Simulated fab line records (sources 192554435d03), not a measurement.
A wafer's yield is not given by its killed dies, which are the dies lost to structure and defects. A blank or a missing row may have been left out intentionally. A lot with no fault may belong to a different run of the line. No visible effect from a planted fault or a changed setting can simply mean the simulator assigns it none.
Code-filled problem report in 8D (eight disciplines) form / flow n5-finfet / the parts of the form that need people (team, actions taken, sign-off) are left out

## 1. WHAT IS WRONG
Wafers without a fault read 93.3 nm, standard deviation 1.6; trench-depth-nm at N5_BEOL_M8_OCD_MEAS_38 reads a mean of 123.0 nm on 2 wafers belonging to 2 lots. That is +19 standard deviations from the usual mean.
First seen on wafer L321.1, day 11 07:08, on ocd-01. The record has a number at this step for 12 wafers belonging to 4 lots. By rule, "out" or "out of limits" means more than 4 standard deviations away from the usual mean. All remaining wafers that have a number are taken as sound.

## 2. WHAT IT IS; WHAT IT IS NOT
question=which readings at this step | is=trench-depth-nm | is not=-
question=which lots | is=L321, L322 | is not=L315, L335
question=which wafers of those lots | is=L321.1, L322.4 | is not=L321.2, L321.4, L322.2, L322.6
question=read on which gauges | is=ocd-01 | is not=-
question=when | is=from day 11 07:08 | is not=up to then (5 sound wafers); but 5 sound wafers of L322, L335 came after

## 3. THE SUSPECTS, EACH WITH WHAT RULES IT OUT
Counting: if a tool at a process step up to the reading ran every lot that is out, it stays a suspect. Sound lots after the first of them don't rule it out here, since some wafers of a struck lot are sound.
- the gauge at N5_BEOL_M8_OCD_MEAS_38: ruled out. All the wafers that are out were read on ocd-01, but those of them that N5_BEOL_M8_TRENCH_ETCH_37 has rows for are out there too, on other tools.
- rie-diel-05 at N5_BEOL_M8_TRENCH_ETCH_37 (etches SiCOH lowk in C4F6/O2, target depth 93.478 nm, time 31.2 s): kept. It processed each lot that is out (first: L321, day 11 06:59); up to then, its last sound lot is L315 (day 9 14:28). Its own run-length-s readings are out on those wafers.
- Within rie-diel-05 at N5_BEOL_M8_TRENCH_ETCH_37: the wafers that are out ran in chamber 0; their sound lot-mates ran in chambers 1, 2, 3.
After counting, what remains is rie-diel-05 at N5_BEOL_M8_TRENCH_ETCH_37.

## 4. THE CAUSE (what the simulator had put in)
rie-diel-05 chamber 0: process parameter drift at N5_BEOL_M8_TRENCH_ETCH_37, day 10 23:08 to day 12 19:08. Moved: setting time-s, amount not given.
Only this tool survived the counting.

## 5. SEQUENCE OF EFFECTS, ordered by route
Each row: a reading where the mean over the struck wafers with a number is more than 3 standard deviations away from the usual. Scope: only readings with a usual standard deviation given in the record; hours: median across lots of the time from each lot's start at the first step in this table that gives one to its start at this step; sigmas: change in usual standard deviations.
hours=0; step=N5_BEOL_M8_TRENCH_ETCH_37; reading=run-length-s; usual=54.3 s; on struck wafers=62.9; change=+8.6; sigmas=+25
hours=0; step=N5_BEOL_M8_OCD_MEAS_38; reading=trench-depth-nm; usual=93.3 nm; on struck wafers=123.0; change=+29.7; sigmas=+19
hours=3; step=N5_BEOL_M8_THK_MEAS_53; reading=M8_THK; usual=79.4 nm; on struck wafers=109.6; change=+30.2; sigmas=+16
hours=3; step=N5_BEOL_M8_RS_MEAS_57; reading=M8_RS; usual=0.285 ohm/sq; on struck wafers=0.197; change=-0.088; sigmas=-12
hours=52; step=N5_BEOL_M15_RC_MEAS_101; reading=SERP_M8; usual=13.9 ohm/um; on struck wafers=9.6; change=-4.3; sigmas=-9.0
hours=52; step=N5_BEOL_M15_RC_MEAS_101; reading=SERP_M8_max_site; usual=14.4 ohm/um; on struck wafers=10.1; change=-4.3; sigmas=-8.5
Process steps it contains:
- N5_BEOL_M8_TRENCH_ETCH_37: etches SiCOH lowk in C4F6/O2, target depth 93.478 nm, time 31.2 s.

## 6. WHAT WOULD HAVE CAUGHT IT SOONER
Counted from the fault's start at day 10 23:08, it took 8 hours until the first out-of-limits reading at a measuring or inspecting step in this record, taken at day 11 07:08.
Tool's own readings at N5_BEOL_M8_TRENCH_ETCH_37, run-length-s: out on all struck wafers the step has rows for; an alarm limit on them would have tripped on the first.
Of the lots that are out (2), L322 began N5_BEOL_M8_TRENCH_ETCH_37 on rie-diel-05 after day 11 07:08. It would have been spared by a hold on the tool at that moment.
